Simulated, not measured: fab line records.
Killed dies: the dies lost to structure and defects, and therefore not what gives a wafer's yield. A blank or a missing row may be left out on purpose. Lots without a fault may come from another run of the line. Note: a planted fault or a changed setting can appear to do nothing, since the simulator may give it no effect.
Which tool did it?	flow nand_harc	24 lots with 72 wafers sampled at 6 steps, on a route of 1302 steps

== WHAT THE GAUGES SHOWED, per wafer ==
The record holds no reading of a measuring or inspecting step that can be judged against a usual standard deviation.

== TOOL THAT RAN EACH LOT (tool first, then ch and the chambers of the sampled wafers, then the start) ==
lot	NHARC_A_CHANNEL_FILL_D1_ALD_25	NHARC_A_CHANNEL_FILL_D1_ETCHBACK_08	NHARC_A_CHANNEL_HOLE_D2_ETCH_24	NHARC_A_CHANNEL_HOLE_D2_ETCH_44	NHARC_A_CHANNEL_FILL_D2_STRIP_28	NHARC_A_CHANNEL_FILL_D2_ALD_25
L075	ald_hk-02 ch 1,3, day 10 08:50	rie_diel-08 ch 1,2,3, day 13 09:55 or earlier	har_etch-02 ch 1, day 13 09:55	rie_diel-02 ch 2,3, day 13 14:33	rie_diel-06 ch 0,1,3, day 14 17:16	ald_hk-01 ch 0,1,3, day 15 07:50
L074	ald_hk-04 ch 0,1, day 10 08:50	rie_diel-09 ch 0,1,2, day 13 06:45 or earlier	har_etch-01 ch 0,1, day 13 06:45	rie_diel-11 ch 0,1,3, day 13 09:13	rie_diel-06 ch 1,2,3, day 14 10:34	ald_hk-02 ch 1,2,3, day 14 21:57
L076	ald_hk-03 ch 0,2,3, day 11 13:45	rie_diel-05 ch 0,1,2, day 14 14:17 or earlier	har_etch-02 ch 0,1, day 14 14:17	rie_diel-02 ch 0,2, day 14 16:47	rie_diel-06 ch 0,1,3, day 15 18:35	ald_hk-01 ch 1,2,3, day 16 06:35
L077	ald_hk-02 ch 1,3, day 11 14:22	rie_diel-08 ch 0,3, day 14 15:23 or earlier	har_etch-01 ch 0,1, day 14 15:23	rie_diel-13 ch 1,2,3, day 14 17:44	rie_diel-03 ch 0,2,3, day 15 18:35	ald_hk-04 ch 0,1, day 16 05:58
L079	ald_hk-04 ch 0,2,3, day 12 01:53	rie_diel-09 ch 0,2,3, day 14 22:29 or earlier	har_etch-02 ch 0,1, day 14 22:29	rie_diel-11 ch 0,2,3, day 15 01:05	rie_diel-06 ch 0,1,3, day 16 05:29	ald_hk-02 ch 0,1,2, day 16 17:18
L078	ald_hk-02 ch 1,2,3, day 12 03:08	rie_diel-08 ch 0,1,3, day 14 23:42 or earlier	har_etch-01 ch 0,1, day 14 23:42	rie_diel-13 ch 0,2,3, day 15 02:10	rie_diel-03 ch 1,2,3, day 16 05:30	ald_hk-04 ch 1,2,3, day 16 18:33
L080	ald_hk-03 ch 0,3, day 12 17:54	rie_diel-08 ch 2,3, day 15 15:34 or earlier	har_etch-02 ch 0,1, day 15 15:34	rie_diel-13 ch 1,2,3, day 15 17:56	rie_diel-06 ch 0,3, day 16 19:15	ald_hk-01 ch 0,3, day 17 08:23
L082	ald_hk-04 ch 0,1,3, day 13 12:56	rie_diel-09 ch 0,2,3, day 16 05:14 or earlier	har_etch-02 ch 0,1, day 16 05:14	rie_diel-02 ch 0,2,3, day 16 07:50	rie_diel-03 ch 1,3, day 17 08:50	ald_hk-02 ch 1,2,3, day 17 20:03
L081	ald_hk-02 ch 0,1,2, day 13 14:08	rie_diel-05 ch 1,2,3, day 16 09:36 or earlier	har_etch-01 ch 0,1, day 16 09:36	rie_diel-11 ch 1,2, day 16 12:13	rie_diel-06 ch 0,1,3, day 17 15:07	ald_hk-02 ch 0,1, day 18 07:56
L083	ald_hk-03 ch 0,2,3, day 14 01:11	rie_diel-09 ch 0,1,2, day 17 03:22 or earlier	har_etch-01 ch 0,1, day 17 03:22	rie_diel-11 ch 0,1,3, day 17 05:51	rie_diel-06 ch 0,2,3, day 18 07:21	ald_hk-01 ch 0,1,2, day 18 19:10
L084	ald_hk-02 ch 0,2,3, day 14 03:02	rie_diel-08 ch 1,2,3, day 17 07:33 or earlier	har_etch-01 ch 0,1, day 17 07:33	rie_diel-13 ch 0,1,3, day 17 10:02	rie_diel-03 ch 0,2, day 18 14:52	ald_hk-02 ch 0,1,2, day 19 03:26
L085	ald_hk-02 ch 1,2,3, day 15 04:05	rie_diel-05 ch 0,1,2, day 17 23:52 or earlier	har_etch-01 ch 0,1, day 17 23:52	rie_diel-02 ch 0,1,2, day 18 02:21	rie_diel-06 ch 0,1,2, day 19 04:09	ald_hk-01 ch 0,2,3, day 19 18:09
L086	ald_hk-04 ch 1,2,3, day 15 10:25	rie_diel-05 ch 1,3, day 18 02:51 or earlier	har_etch-02 ch 0,1, day 18 02:51	rie_diel-02 ch 0,1,3, day 18 05:11	rie_diel-01 ch 1,2,3, day 19 08:02	ald_hk-01 ch 0,1,2, day 19 22:55
L087	ald_hk-02 ch 0,2,3, day 16 00:58	rie_diel-05 ch 0,2,3, day 19 01:07 or earlier	har_etch-02 ch 0,1, day 19 01:07	rie_diel-02 ch 0,1,2, day 19 03:35	rie_diel-01 ch 1,2, day 20 06:55	ald_hk-02 ch 1,3, day 20 19:25
L089	ald_hk-03 ch 0,2,3, day 16 10:04	rie_diel-05 ch 1,2,3, day 19 13:09 or earlier	har_etch-02 ch 0,1, day 19 13:09	rie_diel-13 ch 0,1,2, day 19 15:44	rie_diel-03 ch 0,1,2, day 20 16:10	ald_hk-01 ch 1,2,3, day 21 05:47
L088	ald_hk-02 ch 0,1,3, day 16 10:41	rie_diel-09 ch 0,2, day 19 12:22 or earlier	har_etch-01 ch 0,1, day 19 12:22	rie_diel-02 ch 0,2, day 19 14:51	rie_diel-06 ch 0,2,3, day 20 16:10	ald_hk-02 ch 1,3, day 21 05:26
L091	ald_hk-02 ch 2,3, day 17 03:15	rie_diel-05 ch 0,1, day 20 10:35 or earlier	har_etch-02 ch 0,1, day 20 10:35	rie_diel-13 ch 0,1, day 20 12:55	rie_diel-03 ch 1,2,3, day 21 21:10	ald_hk-04 ch 1,3, day 22 08:55
L090	ald_hk-04 ch 0,3, day 17 03:20	rie_diel-05 ch 0,2,3, day 20 07:08 or earlier	har_etch-01 ch 0,1, day 20 07:08	rie_diel-11 ch 0,1, day 20 10:04	rie_diel-01 ch 0,1,2, day 21 11:47	ald_hk-04 ch 0,1, day 21 23:02
L092	ald_hk-04 ch 0,1, day 17 13:40	rie_diel-09 ch 1,2,3, day 20 11:11 or earlier	har_etch-01 ch 1, day 20 11:11	rie_diel-11 ch 0,2, day 20 13:48	rie_diel-01 ch 2,3, day 21 21:10	ald_hk-02 ch 0,1,2, day 22 08:55
L093	ald_hk-02 ch 1,2,3, day 18 14:22	rie_diel-05 ch 0,3, day 21 10:28 or earlier	har_etch-01 ch 0,1, day 21 10:28	rie_diel-13 ch 0,3, day 21 12:49	rie_diel-06 ch 1,2, day 22 13:58	ald_hk-01 ch 0,1,3, day 23 06:41
L094	ald_hk-04 ch 0,1,2, day 18 14:58	rie_diel-08 ch 1,2,3, day 21 09:35 or earlier	har_etch-02 ch 0,1, day 21 09:35	rie_diel-11 ch 0,3, day 21 11:49	rie_diel-03 ch 2,3, day 22 13:57	ald_hk-04 ch 0,2,3, day 23 06:04
L095	ald_hk-02 ch 1,2,3, day 19 09:15	rie_diel-09 ch 0,1,3, day 22 02:29 or earlier	har_etch-02 ch 0,1, day 22 02:29	rie_diel-02 ch 0,2,3, day 22 05:05	rie_diel-01 ch 1,3, day 23 09:54	ald_hk-02 ch 0,2,3, day 24 02:36
L096	ald_hk-03 ch 0,1,2, day 19 11:35	rie_diel-09 ch 0,2,3, day 22 02:53 or earlier	har_etch-01 ch 0,1, day 22 02:53	rie_diel-11 ch 0,2,3, day 22 05:31	rie_diel-03 ch 0,2,3, day 23 09:52	ald_hk-01 ch 1,2,3, day 24 00:39
L097	ald_hk-02 ch 0,1,3, day 20 08:54	rie_diel-08 ch 1,2,3, day 23 07:36 or earlier	har_etch-02 ch 0,1, day 23 07:36	rie_diel-02 ch 0,2,3, day 23 10:13	rie_diel-03 ch 0,2,3, day 24 11:58	ald_hk-04 ch 0,1, day 24 23:41
- NHARC_A_CHANNEL_FILL_D1_ALD_25: deposits SiOx, target thk 60 nm, pulse time 10 s, ald cycles 600.
- NHARC_A_CHANNEL_FILL_D1_ETCHBACK_08: etches the open film in C4F8, target depth 220 nm, time 110 s.
- NHARC_A_CHANNEL_HOLE_D2_ETCH_24: etches the open film in C4F8/O2/Ar, time 906.2 s, target depth 1500 nm.
- NHARC_A_CHANNEL_HOLE_D2_ETCH_44: etches the open film in CF4/O2, target depth 140 nm, overetch 14 nm, time 77 s.
- NHARC_A_CHANNEL_FILL_D2_STRIP_28: strips in O2, time 20 s.
- NHARC_A_CHANNEL_FILL_D2_ALD_25: deposits SiOx, target thk 60 nm, pulse time 10 s, ald cycles 600.

== WHAT THE TOOLS THEMSELVES READ (means of the sampled wafers that have a number; where no wafer has one, the mark that the record gives instead) ==
NHARC_A_CHANNEL_FILL_D1_ALD_25. Usual: heater_power_w 471 W, standard deviation 38; precursor_pulse_height_rel 1.000, standard deviation 0.022.
lot	tool	heater_power_w (W)	precursor_pulse_height_rel	flag
L075	ald_hk-02	443	1.001	
L074	ald_hk-04	466	1.000	
L076	ald_hk-03	453	1.015	
L077	ald_hk-02	444	0.999	
L079	ald_hk-04	469	0.986	
L078	ald_hk-02	477	0.994	
L080	ald_hk-03	432	0.983	
L082	ald_hk-04	457	0.988	
L081	ald_hk-02	496	1.007	
L083	ald_hk-03	455	0.998	
L084	ald_hk-02	493	0.981	
L085	ald_hk-02	478	1.007	
L086	ald_hk-04	434	0.985	
L087	ald_hk-02	494	1.004	
L089	ald_hk-03	455	0.996	
L088	ald_hk-02	469	1.010	
L091	ald_hk-02	469	1.010	
L090	ald_hk-04	478	1.008	
L092	ald_hk-04	445	0.990	
L093	ald_hk-02	483	0.980	
L094	ald_hk-04	455	1.038	
L095	ald_hk-02	488	0.977	
L096	ald_hk-03	485	1.008	
L097	ald_hk-02	466	0.994	

NHARC_A_CHANNEL_FILL_D1_ETCHBACK_08. Usual: oes_product_au 0.95 a.u., standard deviation 0.033; rf_vpp_V 441 V, standard deviation 3.5.
lot	tool	oes_product_au (a.u.)	rf_vpp_V (V)	flag
L075	rie_diel-08	0.92	442	
L074	rie_diel-09	0.92	439	
L076	rie_diel-05	1.00	441	
L077	rie_diel-08	0.96	440	
L079	rie_diel-09	0.92	442	
L078	rie_diel-08	0.99	441	
L080	rie_diel-08	0.99	441	
L082	rie_diel-09	0.93	442	
L081	rie_diel-05	1.00	439	
L083	rie_diel-09	0.93	439	
L084	rie_diel-08	0.91	442	
L085	rie_diel-05	0.93	442	
L086	rie_diel-05	1.00	439	
L087	rie_diel-05	0.92	438	
L089	rie_diel-05	0.93	439	
L088	rie_diel-09	0.92	438	
L091	rie_diel-05	0.93	444	
L090	rie_diel-05	0.92	440	
L092	rie_diel-09	0.93	442	
L093	rie_diel-05	1.00	443	
L094	rie_diel-08	0.93	443	
L095	rie_diel-09	0.93	439	
L096	rie_diel-09	0.93	442	
L097	rie_diel-08	1.00	443	

NHARC_A_CHANNEL_HOLE_D2_ETCH_24. Usual: drypump_motor_current_A 5.89 A, standard deviation 0.16; showerhead_plenum_p_Torr 3.65 Torr, standard deviation 0.15; throttle_valve_pct 32.236 %, standard deviation 0.0094.
lot	tool	drypump_motor_current_A (A)	showerhead_plenum_p_Torr (Torr)	throttle_valve_pct (%)	flag
L075	har_etch-02	5.66	3.65	32.239	
L074	har_etch-01	6.00	3.64	32.242	
L076	har_etch-02	5.73	3.73	32.236	
L077	har_etch-01	6.01	3.63	32.236	
L079	har_etch-02	5.72	3.73	32.231	
L078	har_etch-01	6.03	3.56	32.241	
L080	har_etch-02	5.72	3.72	32.227	
L082	har_etch-02	5.77	3.81	32.236	
L081	har_etch-01	6.01	3.55	32.221	
L083	har_etch-01	6.04	3.54	32.236	
L084	har_etch-01	6.02	3.60	32.235	
L085	har_etch-01	6.04	3.53	32.238	
L086	har_etch-02	5.81	3.80	32.236	
L087	har_etch-02	5.79	3.80	32.240	
L089	har_etch-02	5.81	3.79	32.245	
L088	har_etch-01	6.03	3.52	32.239	
L091	har_etch-02	5.71	3.69	32.231	
L090	har_etch-01	6.04	3.52	32.246	
L092	har_etch-01	6.07	3.45	32.236	
L093	har_etch-01	6.04	3.50	32.238	
L094	har_etch-02	5.72	3.68	32.239	
L095	har_etch-02	5.78	3.77	32.233	
L096	har_etch-01	6.04	3.50	32.230	
L097	har_etch-02	5.72	3.67	32.233	

NHARC_A_CHANNEL_HOLE_D2_ETCH_44. Usual: drypump_motor_current_A 5.6 A, standard deviation 0.4; oes_product_au 0.999 a.u., standard deviation 0.0076; rf_vpp_V 197.5 V, standard deviation 1.4; showerhead_plenum_p_Torr 1.32 Torr, standard deviation 0.052; throttle_valve_pct 13.399 %, standard deviation 0.009.
lot	tool	drypump_motor_current_A (A)	oes_product_au (a.u.)	rf_vpp_V (V)	showerhead_plenum_p_Torr (Torr)	throttle_valve_pct (%)	flag
L075	rie_diel-02	5.9	0.998	199.0	1.36	13.399	
L074	rie_diel-11	5.8	0.996	197.9	1.32	13.399	
L076	rie_diel-02	5.4	0.993	197.3	1.31	13.393	
L077	rie_diel-13	5.6	0.984	197.5	1.31	13.393	
L079	rie_diel-11	5.7	0.997	196.2	1.28	13.401	
L078	rie_diel-13	5.6	0.992	198.2	1.32	13.398	
L080	rie_diel-13	5.6	0.999	196.7	1.31	13.404	
L082	rie_diel-02	5.7	1.007	197.8	1.35	13.404	
L081	rie_diel-11	5.0	1.000	197.4	1.32	13.404	
L083	rie_diel-11	5.9	0.996	197.5	1.32	13.398	
L084	rie_diel-13	5.4	1.002	196.5	1.29	13.401	
L085	rie_diel-02	5.4	1.009	197.1	1.33	13.397	
L086	rie_diel-02	5.7	0.997	198.4	1.37	13.411	
L087	rie_diel-02	5.4	1.007	197.6	1.33	13.390	
L089	rie_diel-13	5.5	1.005	197.6	1.29	13.400	
L088	rie_diel-02	5.5	1.002	197.7	1.33	13.400	
L091	rie_diel-13	5.3	1.003	195.7	1.26	13.396	
L090	rie_diel-11	5.8	0.998	197.9	1.32	13.400	
L092	rie_diel-11	5.7	0.999	196.3	1.28	13.401	
L093	rie_diel-13	5.5	0.999	197.1	1.31	13.403	
L094	rie_diel-11	6.1	1.006	197.2	1.28	13.405	
L095	rie_diel-02	5.7	0.996	197.4	1.35	13.390	
L096	rie_diel-11	5.7	0.995	196.2	1.27	13.397	
L097	rie_diel-02	5.7	1.008	198.3	1.35	13.394	

NHARC_A_CHANNEL_FILL_D2_STRIP_28. Usual: drypump_motor_current_A 5.5 A, standard deviation 0.44; oes_product_au 0.999 a.u., standard deviation 0.0084; rf_vpp_V 57.7 V, standard deviation 0.84; showerhead_plenum_p_Torr 3.53 Torr, standard deviation 0.12; throttle_valve_pct 17.037 %, standard deviation 0.0095.
lot	tool	drypump_motor_current_A (A)	oes_product_au (a.u.)	rf_vpp_V (V)	showerhead_plenum_p_Torr (Torr)	throttle_valve_pct (%)	flag
L075	rie_diel-06	5.5	0.995	58.1	3.56	17.038	
L074	rie_diel-06	5.6	0.992	57.5	3.45	17.032	
L076	rie_diel-06	5.6	0.996	57.8	3.56	17.037	
L077	rie_diel-03	5.3	0.996	57.4	3.49	17.048	
L079	rie_diel-06	5.6	0.992	57.7	3.56	17.033	
L078	rie_diel-03	5.2	0.995	57.8	3.53	17.035	
L080	rie_diel-06	5.5	0.996	58.7	3.68	17.035	
L082	rie_diel-03	5.5	0.999	57.9	3.59	17.047	
L081	rie_diel-06	5.6	1.001	57.7	3.56	17.043	
L083	rie_diel-06	5.5	0.992	58.0	3.57	17.042	
L084	rie_diel-03	5.7	1.002	57.1	3.45	17.033	
L085	rie_diel-06	5.3	0.992	58.6	3.57	17.037	
L086	rie_diel-01	5.6	1.014	57.7	3.54	17.032	
L087	rie_diel-01	5.7	1.009	57.9	3.64	17.039	
L089	rie_diel-03	5.6	0.995	56.8	3.48	17.045	
L088	rie_diel-06	5.5	0.994	56.9	3.57	17.035	
L091	rie_diel-03	5.2	1.006	57.8	3.53	17.032	
L090	rie_diel-01	5.9	1.013	57.7	3.58	17.030	
L092	rie_diel-01	5.6	1.008	57.4	3.46	17.037	
L093	rie_diel-06	5.4	1.002	57.7	3.44	17.036	
L094	rie_diel-03	5.0	0.999	57.1	3.53	17.034	
L095	rie_diel-01	5.4	1.008	57.8	3.43	17.043	
L096	rie_diel-03	5.3	0.996	58.5	3.49	17.036	
L097	rie_diel-03	5.3	1.006	57.7	3.49	17.036	

NHARC_A_CHANNEL_FILL_D2_ALD_25. Usual: heater_power_w 476 W, standard deviation 42; precursor_pulse_height_rel 1.001, standard deviation 0.021.
lot	tool	heater_power_w (W)	precursor_pulse_height_rel	flag
L075	ald_hk-01	488	1.000	
L074	ald_hk-02	480	0.983	
L076	ald_hk-01	492	1.012	
L077	ald_hk-04	489	1.025	
L079	ald_hk-02	489	1.003	
L078	ald_hk-04	433	0.989	
L080	ald_hk-01	458	0.988	
L082	ald_hk-02	483	1.008	
L081	ald_hk-02	478	1.012	
L083	ald_hk-01	496	1.012	
L084	ald_hk-02	501	1.006	
L085	ald_hk-01	445	0.992	
L086	ald_hk-01	483	1.003	
L087	ald_hk-02	463	0.992	
L089	ald_hk-01	483	0.992	
L088	ald_hk-02	457	0.999	
L091	ald_hk-04	467	0.989	
L090	ald_hk-04	486	1.008	
L092	ald_hk-02	498	1.005	
L093	ald_hk-01	481	1.005	
L094	ald_hk-04	477	0.994	
L095	ald_hk-02	487	1.005	
L096	ald_hk-01	494	0.998	
L097	ald_hk-04	465	0.983	

== THE ANSWER, worked out from the rows above alone ==
Rule: lot off if the mean of its wafers having a number is beyond 3 standard deviations from the usual mean. Also off: a lot with no number at a reading for which 4 or more lots have one. Any other lot the step has rows for is counted as sound. Order of review: gauges by route order, followed by the tools' own readings, for which a lot's mean as printed above is used. At the first step where some lot is off, the reading lying furthest off is the one used; lots without a number count as furthest.
Nothing can be told from this: no lot is off at any reading shown.

== WHAT THE SIMULATOR HAD INSERTED ==
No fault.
